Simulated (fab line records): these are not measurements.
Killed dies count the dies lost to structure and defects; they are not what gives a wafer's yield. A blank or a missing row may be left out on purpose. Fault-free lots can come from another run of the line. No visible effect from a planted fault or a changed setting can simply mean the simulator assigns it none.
A struck lot beside a sound one ; flow nand_harc ; 15 out of 1159 route steps
Sound: these wafers, L227.3, L227.5, L227.6. Struck: wafer L220.1. (L220.4 of the same lot was not struck and is left out.) The cause comes at the end.
At each step with rows: each side's tool, then ch and its chambers, then its first start. Under that, the readings that differ: sound wafers ; struck wafers ; difference of the means ; sigmas: that difference in standard deviations of wafers without a fault.
alike: words and numbers the same on both sides, and readings whose means are apart by under 2 such deviations; not compared: readings that were withheld, readings missing a value for some wafer, numbers with overlapping values and no deviation given by the record, and bounds like >300 which may hide the same value.
A row with sigmas, a row that says differs or no value, or rows on one side alone: a step with any of these is where the two part. Numbers that don't overlap but have no deviation are shown without sigmas and don't part them. Lack of a reading on every wafer of one side parts them only where that side has two or more wafers.

first, 1 step without rows for these wafers: NHARC_A_CHANNEL_HOLE_D1_STRIP_43 (strips in O2/COS).
NHARC_A_CHANNEL_HOLE_D1_ETCH_44: etches the open film in CF4/O2, target depth 140 nm, overetch 14 nm, time 77 s.
  sound on rie_diel-12 ch 2,3, day 13 04:16; struck on rie_diel-03 ch 3, day 11 19:32
  alike: drypump_motor_current_A, oes_f_703_au, oes_product_au, rf_vpp_V, showerhead_plenum_p_Torr, throttle_valve_pct
  not compared: rf_hours_counter_h
NHARC_A_CHANNEL_HOLE_D1_STRIP_27: strips in O2.
  sound on rie_diel-12 ch 2,3; struck on rie_diel-03 ch 0
reading;sound;struck;difference;sigmas
oes_product_au (a.u.);1.010 1.003 1.003;0.958;-0.047;-3
rf_vpp_V (V);57.0 57.5 59.5;56.4;-1.6;-2
throttle_valve_pct (%);17.034 17.038 17.040;17.069;+0.032;+4
  alike: drypump_motor_current_A, showerhead_plenum_p_Torr
  not compared: rf_hours_counter_h
then, 2 steps without rows for these wafers: NHARC_A_CHANNEL_HOLE_D1_PRECLEAN_28 (cleans in SC1); NHARC_A_CHANNEL_HOLE_D1_SRD_29.
NHARC_A_CHANNEL_HOLE_D1_CD_MEAS_30:
  sound: cd_sem-02 at day 13 05:04; struck: cd_sem-03 at day 11 20:29
  alike: cd_nm
NHARC_A_CHANNEL_HOLE_D1_XSEM_31:
  sound on xsem-02 ch 0, day 13 05:10; struck on xsem-01 ch 0, day 11 20:35
reading;sound;struck;difference;sigmas
tilt_deg (degrees);0.16 0.16 0.16;0.03;-0.13;-3
  alike: bot_cd_nm, bow_nm
NHARC_A_CHANNEL_HOLE_D1_INSPECT_40:
  sound: defect_inspect-02 at day 13 05:16; struck: defect_inspect-01 at day 11 20:41
  alike: raw_defect_count
then, 3 steps without rows for these wafers: NHARC_A_CHANNEL_FILL_D1_PRECLEAN_00 (cleans in SC1); NHARC_A_CHANNEL_FILL_D1_SRD_01; NHARC_A_CHANNEL_FILL_D1_ALD_02 (deposits SiO2, target thk 6 nm, pulse time 10 s, ald cycles 60).
NHARC_A_CHANNEL_FILL_D1_ALD_03: deposits SiNx, target thk 6 nm, pulse time 60 s, ald cycles 58.
  sound on ald_sin_batch-01 ch 0; struck on ald_sin_batch-03 ch 0
  alike: precursor_pulse_height_rel
  not compared: ald_cycles
NHARC_A_CHANNEL_FILL_D1_ALD_14: deposits SiO2, target thk 2.5 nm, pulse time 10 s, ald cycles 25.
  sound on ald_hk-01 ch 1,2, day 13 12:32; struck on ald_hk-03 ch 2, day 12 03:53
reading;sound;struck;difference;sigmas
ald_cycles;25 25 25;27;+2;
  alike: heater_power_w, precursor_pulse_height_rel
NHARC_A_CHANNEL_FILL_D1_ALD_15: deposits SiNx, target thk 2 nm, pulse time 60 s, ald cycles 19.
  sound on ald_sin_batch-03 ch 0; struck on ald_sin_batch-02 ch 0
  alike: precursor_pulse_height_rel
  not compared: ald_cycles
NHARC_END_SORT_01:
  the record has rows for the sound wafers here (prober-01 ch 0, day 24 06:44) and none for the struck ones

WHERE THEY PART
First at NHARC_A_CHANNEL_HOLE_D1_STRIP_27; last, within this record, at NHARC_END_SORT_01.

WHY: whatever the simulator had introduced
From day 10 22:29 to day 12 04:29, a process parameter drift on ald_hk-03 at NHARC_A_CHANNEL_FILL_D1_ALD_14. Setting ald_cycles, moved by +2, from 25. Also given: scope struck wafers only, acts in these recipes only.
